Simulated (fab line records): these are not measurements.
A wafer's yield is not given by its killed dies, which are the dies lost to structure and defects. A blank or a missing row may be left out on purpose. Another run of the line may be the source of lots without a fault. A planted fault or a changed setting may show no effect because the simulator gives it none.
A struck lot beside a sound one | flow nand-harc | 20 out of 1302 route steps
Sound: these wafers, L418.3, L418.4, L418.6. Wafers struck: L429.1, L429.2, L429.4. At the end, the cause is stated.
Each step with rows lists, per side, the tool, then ch with its chambers, then its first start. Under that, the readings that differ: sound wafers | struck wafers | difference of the means | sigmas: that difference in standard deviations of wafers without a fault.
alike: readings whose means differ by less than 2 such deviations, and words and numbers that are the same on both sides. not compared: withheld readings, readings that some wafer has no value for, bounds like >300 that may hide the same value, and numbers for which the record gives no deviation and whose values overlap.
Wherever a step has rows on one side only, a row that says differs or no value, or a row with sigmas, the two part there. When numbers do not overlap yet have no deviation, they are printed without sigmas and do not part them. A reading missing from all wafers of one side parts the sides only when that side holds two or more wafers.

NHARC_P_CONTACT_CMP_24: polishes, t overpolish 30 s, target thk 200 nm.
  sound on cmp-04 ch 0,2,3, day 7 06:41; struck on cmp-01 ch 0,1,3, day 12 06:26
  alike: motor-current-A, overpolish-run-s, time-to-endpoint-s
after that, 1 step had no rows for these wafers: NHARC_P_CONTACT_SRD_26.
NHARC_P_CONTACT_INSPECT_27:
  sound: defect-inspect-01 at day 7 07:06; struck: defect-inspect-02 at day 12 06:49
  alike: raw-defect-count
then, 8 steps without rows for these wafers: NHARC_P_M0_DEP_00 (deposits SiOC, target thk 150 nm); NHARC_P_M0_DEHYDRATE_01 (time 120 s); NHARC_P_M0_HMDS_02 (time 30 s); NHARC_P_M0_COAT_33 (time 65 s); NHARC_P_M0_COAT_03 (resist thk 90 nm); NHARC_P_M0_SOFTBAKE_04 (time 55 s); NHARC_P_M0_EBR_05; NHARC_P_M0_EXPOSE_06 (exposes mask P M0, target cd 90 nm).
NHARC_P_M0_PEB_07: peb time 65 s.
  sound on litho-track-06 ch 0, day 7 07:48; struck on litho-track-06 ch 0, day 12 07:38
  reading                  | sound             | struck            | difference | sigmas
  heater-power-total-W (W) | 155.9 157.1 156.1 | 184.9 184.5 185.2 | +28.5      | +66
then, 1 step without rows for these wafers: NHARC_P_M0_DEVELOP_08 (develop time 35 s).
NHARC_P_M0_CD_MEAS_09: the cd target is 90 nm.
  sound on cd-sem-02 ch 0, day 7 07:53; struck on cd-sem-01 ch 0, day 12 07:42
  reading    | sound          | struck         | difference | sigmas
  cd-nm (nm) | 90.6 89.8 90.3 | 78.4 78.1 78.4 | -11.9      | -17
NHARC_P_M0_OVL_MEAS_10: pitch 180 nm.
  sound: overlay-01 at day 7 07:58; struck: overlay-01 at day 12 07:47
  alike: overlay-x-nm, overlay-y-nm
NHARC_P_M0_INSPECT_11:
  sound: defect-inspect-01 at day 7 08:00; struck: defect-inspect-02 at day 12 07:50
  alike: raw-defect-count
NHARC_P_M0_DESCUM_14: chemistry O2, time 3 s.
  sound on rie-diel-01 ch 0,2, day 7 08:04; struck on rie-diel-01 ch 0,1,3, day 12 07:53
  reading               | sound             | struck           | difference | sigmas
  model.P_M0.cd-nm (nm) | 90.21 88.81 89.76 | 79.07 77.36 77.1 | -11.75     |
  alike: drypump-motor-current-A, o2-flow-sccm, oes-product-au, rf-vpp-V, showerhead-plenum-p-Torr, throttle-valve-pct
  not compared: rf-hours-counter-h
NHARC_P_M0_ETCH_34: etches the open film in N2/H2, target depth 40 nm, overetch 12 nm, time 43.94 s.
  sound on rie-diel-01 ch 1,3, day 7 08:20; struck on rie-diel-01 ch 0,2,3, day 12 07:59
  alike: bias-w, drypump-motor-current-A, n2-flow-sccm, oes-product-au, rf-vpp-V, showerhead-plenum-p-Torr, throttle-valve-pct
  not compared: rf-hours-counter-h
NHARC_P_M0_ETCH_15: etches the open film in C4F8/Ar, target depth 150 nm, overetch 15 nm, time 82.5 s.
  sound on rie-diel-01 ch 0,2; struck on rie-diel-01 ch 0,1,2
  reading               | sound             | struck            | difference | sigmas
  model.P_M0.cd-nm (nm) | 89.91 89.62 90.46 | 79.55 77.77 76.52 | -12.05     |
  alike: bias-w, oes-product-au, rf-vpp-V
  not compared: rf-hours-counter-h
NHARC_P_M0_CD_MEAS_16:
  sound: cd-sem-02 at day 7 08:34; struck: cd-sem-02 at day 12 08:11
  reading    | sound          | struck         | difference | sigmas
  cd-nm (nm) | 90.0 89.6 90.7 | 79.4 78.2 77.0 | -11.9      | -12

== WHERE THEY PART ==
Last at NHARC_P_M0_CD_MEAS_16 as far as this record goes, first at NHARC_P_M0_PEB_07.

WHY: what had been put in by the simulator
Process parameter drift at NHARC_P_M0_PEB_07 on litho-track-06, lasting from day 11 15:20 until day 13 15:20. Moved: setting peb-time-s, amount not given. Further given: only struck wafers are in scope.
